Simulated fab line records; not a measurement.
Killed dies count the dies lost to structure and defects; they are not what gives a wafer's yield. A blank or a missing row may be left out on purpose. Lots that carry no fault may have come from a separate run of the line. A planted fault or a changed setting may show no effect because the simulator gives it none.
fab line records -- flow n5_finfet
record: lots: 8, wafers: 24, last_day: 19
route steps=1938 shown BEOL_M1@790 BEOL_M4@1111 PASSIVATION@1936
lots untouched by any fault: they come from a run of this same line in which no faults occurred
start_h: start of the lot's first displayed wafer, in hours after the record's first day -- wait_h: hours since the lot's step before -- " unchanged from the row above -- L1.1+2: a row that stands for several wafers -- - no value present, or no start provided -- * or withheld: withheld -- < > ~ a bound
route shown NAME@n: NAME is a module with steps in the file, n the number in the route of the first one -- usual: mean and standard deviation over wafers with no fault -- same: alike in all rows -- chamber/n: place in a boat -- sites: the reading at each site -- _std_site: how widely they spread, as a standard deviation -- _edge_site: outer sites' mean less inner sites' -- radius_mm: for every site, how far away it sits from the centre of the wafer -- mask NAME#n: copy n -- behind: the last tool/chamber to shape the wafer -- hold: cause of the lot's hold/its duration in hours/its outcome -- device: the n, p or np transistor that did not switch -- end of line: the same wafers' tests at the end of the route -- a step with no rows: only its recipe -- killed: dies lost to structure and defects at the first sort, not the wafer's yield -- map: a wafer's dies, marking killed ones x, the rest . and places with no die _
set.NAME: the setting as run; set.NAME@STEP: as run at that earlier step -- model.NAME: the simulator's own value behind a step, which no gauge read
route steps across a sampled set of lots; one table per step, one row per wafer
services: when a tool's chamber went out of use (start_h, in hours from the record's first day, below 0 if earlier), for how many hours, and the reason
== steps ==
step: N5_BEOL_M1_ETCH_77
recipe: chemistry: N2/H2, target: underlayer, target_depth_a: 65, mask_material: CAR-EUV, time_s: 5.2, ion_energy_ev: 200, pressure_mtorr: 30, source_w: 840, bias_w: 150, n2_flow_sccm: 200, h2_flow_sccm: 200, ends: cleared
usual: drypump_motor_current_A: 5.7/0.58, etch_rf_on_time_s: 5.23/0.13, oes_product_au: 0.70/0.069, rf_vpp_V: 524.4/2.3, showerhead_plenum_p_Torr: 2.56/0.073, throttle_valve_pct: 17.78/0.24
lot.wafer,tool,chamber,start_h,wait_h,drypump_motor_current_A,etch_rf_on_time_s,oes_product_au,rf_hours_counter_h,rf_vpp_V,showerhead_plenum_p_Torr,throttle_valve_pct
L770.2,rie_diel-06,0,129.73,0.0,6.7,5.35,0.80,16,524.4,2.61,17.32
L770.4,rie_diel-06,2,129.73,0.0,5.9,5.31,0.65,-,529.2,2.65,17.81
L770.5,rie_diel-06,3,129.73,0.0,6.0,5.44,0.65,-,524.5,2.54,17.69
L769.2,rie_diel-01,0,130.03,0.0,6.1,5.41,0.61,159,525.3,2.54,18.00
L769.5,rie_diel-01,3,130.03,0.0,6.3,5.18,0.77,-,523.3,2.48,17.34
L769.6,rie_diel-01,2,130.03,0.0,5.9,5.34,0.68,-,527.2,2.67,17.75
L776.3,rie_diel-06,3,169.93,0.0,6.0,5.37,0.64,146,523.7,2.53,17.70
L776.5,rie_diel-06,1,169.93,0.0,5.2,4.95,0.83,-,526.3,2.61,17.97
L776.6,rie_diel-06,2,169.93,0.0,5.9,5.27,0.63,-,523.9,2.65,17.82
L779.1,rie_diel-06,2,182.27,0.0,6.0,5.24,0.62,158,524.8,2.65,17.83
L779.4,rie_diel-06,0,182.27,0.0,6.6,5.24,0.78,33,527.0,2.61,17.38
L779.5,rie_diel-06,3,182.27,0.0,6.0,5.33,0.64,-,525.4,2.53,17.69
L781.2,rie_diel-01,2,200.37,0.0,5.9,5.29,0.66,107,528.0,2.66,17.77
L781.5,rie_diel-01,3,200.37,0.0,6.2,5.18,0.75,-,523.0,2.47,17.37
L781.6,rie_diel-01,2,200.37,0.0,5.9,5.32,0.66,-,530.0,2.66,17.80
L785.3,rie_diel-01,2,221.02,0.0,5.9,5.49,0.65,114,527.8,2.66,17.81
L785.4,rie_diel-01,0,221.02,0.0,6.1,5.37,0.60,185,524.2,2.53,18.06
L785.5,rie_diel-01,3,221.02,0.0,6.2,5.23,0.73,-,521.7,2.46,17.40
L791.2,rie_diel-01,1,253.73,0.0,5.8,5.07,0.61,212,519.0,2.42,18.10
L791.3,rie_diel-01,2,253.73,0.0,5.9,5.31,0.66,123,525.3,2.65,17.81
L791.6,rie_diel-01,0,253.73,0.0,6.1,5.25,0.59,-,526.2,2.53,18.08
L792.3,rie_diel-03,2,262.11,0.0,5.1,5.12,0.66,113,521.3,2.57,17.87
L792.4,rie_diel-03,1,262.11,0.0,5.0,5.09,0.68,121,524.1,2.45,18.15
L792.5,rie_diel-03,1,262.11,0.0,5.0,5.05,0.68,-,521.1,2.45,18.12
step: N5_BEOL_M1_ETCH_69
recipe: chemistry: CF4, target: SiARC, target_depth_a: 156, mask_material: CAR-EUV, time_s: 26, ion_energy_ev: 80, pressure_mtorr: 40, source_w: 545, bias_w: 36, Ar_flow_sccm: 100, cf4_flow_sccm: 100, ends: cleared
usual: drypump_motor_current_A: 5.7/0.58, etch_rf_on_time_s: 26.1/0.72, oes_product_au: 0.70/0.071, rf_vpp_V: 184.2/0.96, showerhead_plenum_p_Torr: 2.16/0.06, throttle_valve_pct: 15.53/0.23
lot.wafer,tool,chamber,start_h,wait_h,drypump_motor_current_A,etch_rf_on_time_s,oes_product_au,rf_hours_counter_h,rf_vpp_V,showerhead_plenum_p_Torr,throttle_valve_pct
L770.2,rie_diel-06,0,129.75,0.0,6.6,26.4,0.79,16,183.8,2.19,15.02
L770.4,rie_diel-06,2,129.75,0.0,5.9,26.7,0.64,-,185.7,2.24,15.62
L770.5,rie_diel-06,3,129.75,0.0,6.0,27.4,0.64,-,184.6,2.15,15.51
L769.2,rie_diel-01,0,130.05,0.0,6.0,26.8,0.61,159,183.9,2.14,15.79
L769.5,rie_diel-01,3,130.05,0.0,6.3,25.7,0.77,-,184.5,2.09,15.21
L769.6,rie_diel-01,2,130.05,0.0,5.9,26.6,0.68,-,185.4,2.25,15.62
L776.3,rie_diel-06,3,169.95,0.0,6.0,17.0,0.85,146,184.8,2.15,15.55
L776.5,rie_diel-06,1,169.95,0.0,5.2,25.0,0.83,-,186.2,2.20,15.65
L776.6,rie_diel-06,2,169.95,0.0,5.9,27.1,0.63,-,185.7,2.24,15.66
L779.1,rie_diel-06,2,182.29,0.0,5.9,16.8,0.83,158,185.1,2.24,15.68
L779.4,rie_diel-06,0,182.29,0.0,6.6,26.2,0.77,33,184.1,2.19,15.07
L779.5,rie_diel-06,3,182.29,0.0,6.0,26.9,0.64,-,184.4,2.15,15.55
L781.2,rie_diel-01,2,200.38,0.0,5.9,26.7,0.66,107,185.4,2.24,15.67
L781.5,rie_diel-01,3,200.38,0.0,6.3,26.1,0.74,-,182.5,2.09,15.24
L781.6,rie_diel-01,2,200.38,0.0,5.9,27.2,0.65,-,185.9,2.24,15.66
L785.3,rie_diel-01,2,221.04,0.0,5.9,26.8,0.65,114,184.5,2.24,15.67
L785.4,rie_diel-01,0,221.04,0.0,6.1,27.0,0.59,185,184.0,2.13,15.85
L785.5,rie_diel-01,3,221.04,0.0,6.3,25.9,0.74,-,184.3,2.08,15.24
L791.2,rie_diel-01,1,253.74,0.0,5.8,25.2,0.61,212,183.0,2.05,15.86
L791.3,rie_diel-01,2,253.74,0.0,5.8,26.2,0.66,123,185.3,2.24,15.70
L791.6,rie_diel-01,0,253.74,0.0,6.1,26.4,0.60,-,182.2,2.13,15.86
L792.3,rie_diel-03,2,262.13,0.0,5.1,25.7,0.66,113,185.5,2.15,15.51
L792.4,rie_diel-03,1,262.13,0.0,5.0,25.8,0.67,121,183.9,2.07,15.84
L792.5,rie_diel-03,1,262.13,0.0,5.0,25.6,0.68,-,183.2,2.07,15.84
step: N5_BEOL_M1_ETCHBACK_99
recipe: chemistry: CHF3, target: SiO2, target_depth_a: 50, time_s: 10.4, source_w: 215, bias_w: 47, Ar_flow_sccm: 200, CHF3_flow_sccm: 12, ion_energy_ev: 100, pressure_mtorr: 30
usual: drypump_motor_current_A: 5.8/0.47, oes_product_au: 0.79/0.077, rf_vpp_V: 242.7/2.8, showerhead_plenum_p_Torr: 2.14/0.07, throttle_valve_pct: 17.04/0.25
lot.wafer,tool,chamber,start_h,wait_h,drypump_motor_current_A,oes_product_au,rf_hours_counter_h,rf_vpp_V,showerhead_plenum_p_Torr,throttle_valve_pct
L770.2,rie_diel-03,2,150.76,20.9,5.1,0.80,80,236.7,2.18,16.98
L770.4,rie_diel-03,0,150.76,20.9,5.5,0.96,4,246.7,2.20,16.84
L770.5,rie_diel-03,0,150.76,20.9,5.5,0.96,-,246.5,2.20,16.86
L769.2,rie_diel-01,2,151.40,21.2,5.8,0.79,91,245.0,2.26,17.08
L769.5,rie_diel-01,0,151.40,21.2,6.1,0.72,-,245.7,2.14,17.19
L769.6,rie_diel-01,3,151.40,21.2,6.2,0.89,-,243.1,2.09,16.61
L776.3,rie_diel-06,3,175.88,5.8,6.0,0.75,147,244.8,2.14,16.93
L776.5,rie_diel-06,0,175.88,5.8,6.6,0.91,-,238.5,2.19,16.45
L776.6,rie_diel-06,3,175.88,5.8,6.0,0.74,-,243.8,2.14,16.93
L779.1,rie_diel-06,1,188.11,5.7,5.2,0.95,12,235.7,2.22,17.21
L779.4,rie_diel-06,0,188.11,5.7,6.6,0.91,34,240.1,2.19,16.45
L779.5,rie_diel-06,3,188.11,5.7,6.0,0.75,-,243.1,2.14,16.91
L781.2,rie_diel-01,2,201.71,1.1,5.9,0.78,108,243.5,2.26,17.12
L781.5,rie_diel-01,1,201.71,1.1,5.8,0.72,-,240.5,2.06,17.29
L781.6,rie_diel-01,2,201.71,1.1,5.8,0.78,-,244.4,2.26,17.11
L785.3,rie_diel-01,0,227.30,5.9,6.0,0.69,187,245.9,2.13,17.23
L785.4,rie_diel-01,2,227.30,5.9,5.8,0.76,115,245.0,2.25,17.13
L785.5,rie_diel-01,0,227.30,5.9,6.0,0.70,-,246.3,2.13,17.24
L791.2,rie_diel-01,1,256.88,3.0,5.8,0.70,213,240.4,2.05,17.30
L791.3,rie_diel-01,2,256.88,3.0,5.9,0.76,123,243.6,2.25,17.14
L791.6,rie_diel-01,3,256.88,3.0,6.3,0.84,-,242.8,2.08,16.70
L792.3,rie_diel-01,2,265.21,2.9,5.9,0.76,125,244.8,2.25,17.14
L792.4,rie_diel-01,3,265.21,2.9,6.3,0.84,65,242.1,2.08,16.70
L792.5,rie_diel-01,0,265.21,2.9,6.0,0.69,-,246.7,2.13,17.26
step: N5_BEOL_M1_STRIP_36
recipe: chemistry: N2/H2, power_w: 450, temp_c: 40, pressure_mtorr: 20, rf_frequency_hz: 6e+07, overash_fraction: 0.3, bias_power_w: 7, h2_frac: 0.5, n2_flow_sccm: 200, h2_flow_sccm: 200
usual: drypump_motor_current_A: 5.8/0.47, oes_product_au: 0.79/0.075, rf_vpp_V: 59.2/1.4, showerhead_plenum_p_Torr: 2.53/0.081, temp_c: 40.00/0.11, throttle_valve_pct: 23.6/0.31
lot.wafer,tool,chamber,start_h,wait_h,drypump_motor_current_A,oes_product_au,rf_hours_counter_h,rf_vpp_V,showerhead_plenum_p_Torr,temp_c,throttle_valve_pct
L770.2,rie_diel-03,2,150.96,0.0,5.1,0.80,80,59.3,2.58,40.11,23.7
L770.4,rie_diel-03,0,150.96,0.0,5.5,0.97,4,58.6,2.61,39.95,23.5
L770.5,rie_diel-03,0,150.96,0.0,5.5,0.96,-,62.5,2.61,39.97,23.5
L769.2,rie_diel-01,2,151.60,0.0,5.9,0.79,91,60.6,2.66,39.85,23.4
L769.5,rie_diel-01,0,151.60,0.0,6.0,0.71,-,61.0,2.54,39.98,23.8
L769.6,rie_diel-01,3,151.60,0.0,6.2,0.87,-,59.1,2.47,39.99,23.0
L776.3,rie_diel-06,3,176.07,0.0,6.0,0.75,147,59.2,2.53,39.94,23.5
L776.5,rie_diel-06,0,176.07,0.0,6.6,0.93,-,58.9,2.60,39.81,23.2
L776.6,rie_diel-06,3,176.07,0.0,6.0,0.76,-,57.5,2.53,39.95,23.4
L779.1,rie_diel-06,1,188.30,0.0,5.2,0.92,12,59.3,2.60,39.95,23.9
L779.4,rie_diel-06,0,188.30,0.0,6.6,0.90,34,61.7,2.60,39.85,23.2
L779.5,rie_diel-06,3,188.30,0.0,6.0,0.76,-,59.3,2.53,40.05,23.5
L781.2,rie_diel-01,2,201.91,0.0,5.9,0.76,108,56.2,2.66,40.00,23.4
L781.5,rie_diel-01,1,201.91,0.0,5.8,0.71,-,59.8,2.43,39.86,23.9
L781.6,rie_diel-01,2,201.91,0.0,5.9,0.78,-,58.3,2.66,40.06,23.4
L785.3,rie_diel-01,0,227.50,0.0,6.1,0.70,187,56.7,2.53,40.04,23.8
L785.4,rie_diel-01,2,227.50,0.0,5.9,0.76,115,58.0,2.65,40.17,23.4
L785.5,rie_diel-01,0,227.50,0.0,6.0,0.71,-,59.1,2.53,40.06,23.8
L791.2,rie_diel-01,1,257.07,0.0,5.8,0.69,213,58.8,2.42,40.04,23.9
L791.3,rie_diel-01,2,257.07,0.0,5.9,0.76,123,59.0,2.65,40.11,23.4
L791.6,rie_diel-01,3,257.07,0.0,6.2,0.83,-,57.8,2.46,40.13,23.1
L792.3,rie_diel-01,2,265.41,0.0,5.8,0.75,125,58.8,2.65,40.00,23.4
L792.4,rie_diel-01,3,265.41,0.0,6.3,0.85,65,58.6,2.45,39.91,23.1
L792.5,rie_diel-01,0,265.41,0.0,6.1,0.70,-,59.3,2.52,39.91,23.8
step: N5_BEOL_M4_RC_MEAS_101
usual: DIBL_N: 36.6/1.9, DIBL_P: 36.7/2.2, IOFF_N: 0.16/0.035, IOFF_P: 0.22/0.038, ION_N: 672/14, ION_P: 462/8.3, SS_N: 71.6/0.65, SS_P: 73.5/0.72, VT_N: 250/3.5, VT_P: -250/3.1
lot.wafer,tool,chamber,start_h,wait_h,DIBL_N[mV/V],DIBL_P[mV/V],IOFF_N[nA/um],IOFF_P[nA/um],ION_N[uA/um],ION_P[uA/um],SS_N[mV/dec],SS_P[mV/dec],VT_N[mV],VT_P[mV]
L770.2,prober-02,0,202.64,0.2,37.8,36.2,0.15,0.21,666,459,71.6,72.7,250,-249
L770.4,prober-02,0,202.64,0.2,42.0,40.1,0.27,0.27,682,458,73.9,74.7,245,-249
L770.5,prober-02,0,202.64,0.2,34.8,33.9,0.13,0.18,680,468,71.1,72.6,252,-251
L769.2,prober-01,0,203.17,0.2,39.2,40.5,0.22,0.34,686,483,71.1,74.5,243,-239
L769.5,prober-01,0,203.17,0.2,37.5,39.0,0.17,0.29,677,471,71.0,73.9,247,-244
L769.6,prober-01,0,203.17,0.2,33.2,32.6,0.10,0.18,646,455,69.9,72.5,255,-252
L776.3,prober-01,0,237.16,0.3,35.9,35.8,0.14,0.16,675,454,71.9,73.2,254,-256
L776.5,prober-01,0,237.16,0.3,37.0,38.1,0.17,0.21,661,455,71.1,74.0,250,-252
L776.6,prober-01,0,237.16,0.3,38.1,38.4,0.18,0.22,685,465,72.2,74.1,250,-254
L779.1,prober-02,0,257.28,0.0,34.1,33.4,0.13,0.17,650,448,71.7,72.8,254,-253
L779.4,prober-02,0,257.28,0.0,33.8,32.8,0.12,0.16,656,454,71.4,72.9,256,-253
L779.5,prober-02,0,257.28,0.0,33.7,32.6,0.12,0.16,642,439,71.3,72.9,258,-251
L781.2,prober-01,0,257.68,0.2,39.4,38.3,0.19,0.29,660,458,72.1,74.2,249,-245
L781.5,prober-01,0,257.68,0.2,37.4,34.6,0.15,0.22,660,462,71.8,73.2,252,-248
L781.6,prober-01,0,257.68,0.2,37.5,36.3,0.16,0.26,674,468,72.5,73.5,251,-248
L785.3,prober-01,0,291.31,0.3,38.8,40.6,0.21,0.29,670,462,72.3,74.8,247,-244
L785.4,prober-01,0,291.31,0.3,35.6,36.4,0.15,0.21,656,456,71.5,72.8,253,-249
L785.5,prober-01,0,291.31,0.3,38.5,40.4,0.21,0.30,670,467,72.9,74.9,245,-247
L791.2,prober-02,0,319.81,0.2,38.0,37.2,0.19,0.26,699,472,71.8,73.5,249,-244
L791.3,prober-02,0,319.81,0.2,39.0,39.1,0.23,0.31,682,467,71.8,74.1,245,-244
L791.6,prober-02,0,319.81,0.2,37.8,36.6,0.18,0.25,674,463,72.4,73.6,248,-245
L792.3,prober-01,0,328.16,0.3,37.0,38.4,0.17,0.22,674,467,71.4,73.3,251,-250
L792.4,prober-01,0,328.16,0.3,36.8,38.0,0.17,0.24,676,459,72.2,74.1,248,-248
L792.5,prober-01,0,328.16,0.3,38.7,39.6,0.20,0.26,694,470,72.2,73.6,249,-248
step: N5_PASSIVATION_PROBE_49
usual: defect_limited_yield: 91.6/1.4, killed_at_M0_to_M3: 35/10, killed_at_M4_up: 13/4.8, killed_at_contacts: 12/7.2, killed_at_front_end: 36/12, killed_at_other: 4/3.1, killed_dies: 100/17, killed_open: 66/13, killed_short: 32/7.3, sort_bin_4_leakage: 0.00/0.0099, sort_bin_5_function: 5.0/0.94, sort_bin_6_memory: 3.1/0.67, sort_bin_8_speed: 0.01/0.047, sort_n_pass: 1080/17, sort_yield_pct: 91.6/1.4
same: gross_dies: 1180, killed_at_back_side: 0
lot.wafer,tool,chamber,start_h,wait_h,defect_limited_yield[%],killed_at_M0_to_M3,killed_at_M4_up,killed_at_contacts,killed_at_front_end,killed_at_other,killed_dies,killed_open,killed_short,sort_bin_4_leakage[%],sort_bin_5_function[%],sort_bin_6_memory[%],sort_bin_8_speed[%],sort_n_pass,sort_yield_pct[%]
L779.1,prober-01,-,389.60,0.0,91.5,37,7,13,39,4,100,61,39,0,4.6,3.6,0,1080,91.5
L779.4,prober-01,-,389.75,0.2,91.2,31,7,8,52,6,104,68,36,0,5.3,3.2,0,1076,91.2
L779.5,prober-01,-,389.80,0.2,92.0,30,25,12,26,1,94,65,29,0,5.0,2.9,0.17,1084,91.9
killed by level:class
L779.1 BEOL_M0_SAQP:geometric_particle:open=9 BEOL_M0_SAQP:geometric_particle:short=9 FIN_SAQP:geometric_particle:short=8 MOL_CONTACT_COAG:geometric_particle:open=8 BEOL_M1:geometric_particle:open=8 FIN_SAQP:geometric_particle:open=7 STI_FIN_REVEAL:geometric_particle:open=7 MOL_CONTACT_COAG:geometric_particle:short=5
L779.4 STI_FIN_REVEAL:geometric_particle:open=16 DUMMY_GATE:geometric_particle:open=9 BEOL_M1:geometric_particle:open=9 MOL_CONTACT_COAG:geometric_particle:open=8 BEOL_M0_SAQP:geometric_particle:short=7 FIN_SAQP:geometric_particle:short=5 FIN_SAQP:geometric_particle:open=5 STI_FIN_REVEAL:geometric_particle:short=3
L779.5 BEOL_M1:geometric_particle:open=11 MOL_CONTACT_COAG:geometric_particle:open=9 BEOL_M4:geometric_particle:open=9 DUMMY_GATE:geometric_particle:open=6 FIN_SAQP:geometric_particle:open=5 BEOL_M0_SAQP:geometric_particle:short=5 BEOL_M2:geometric_particle:open=5 FIN_SAQP:geometric_particle:short=4
== services ==
tool,chamber,start_h,hours,kind
rie_diel-06,1,125.06,-,clean
rie_diel-06,1,125.06,-,consumable_replace:focus_ring
rie_diel-06,1,125.06,11.0,scheduled_down
rie_diel-06,1,125.06,11.0,vent_cycle
rie_diel-03,-,143.10,1.2,repair
rie_diel-06,1,151.90,8.1,repair
rie_diel-01,-,164.46,0.3,repair
rie_diel-06,3,170.12,4.2,repair
rie_diel-06,2,224.10,3.8,repair
rie_diel-03,2,257.70,2.6,repair
== key ==
first_sign: step: N5_BEOL_M1_ETCH_69, reading: etch_rf_on_time_s, direction: down, sigmas: 13, usual: *, struck: *
effect none on later readings
met_at N5_BEOL_M1_ETCH_69
struck_lots L776,L779
struck_wafers L776.3,L779.1
not_acting_at N5_BEOL_M1_ETCH_77,N5_BEOL_M1_ETCHBACK_99,N5_BEOL_M1_STRIP_36
onset_between 129.75 169.95
fault: kind: process_parameter_drift, tool: rie_diel-06, chamber: -, onset_h: 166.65, steps: N5_BEOL_M1_ETCH_69, channel: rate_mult, offset: 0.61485, shape: step, end_h: 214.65, scope: struck_wafers_only
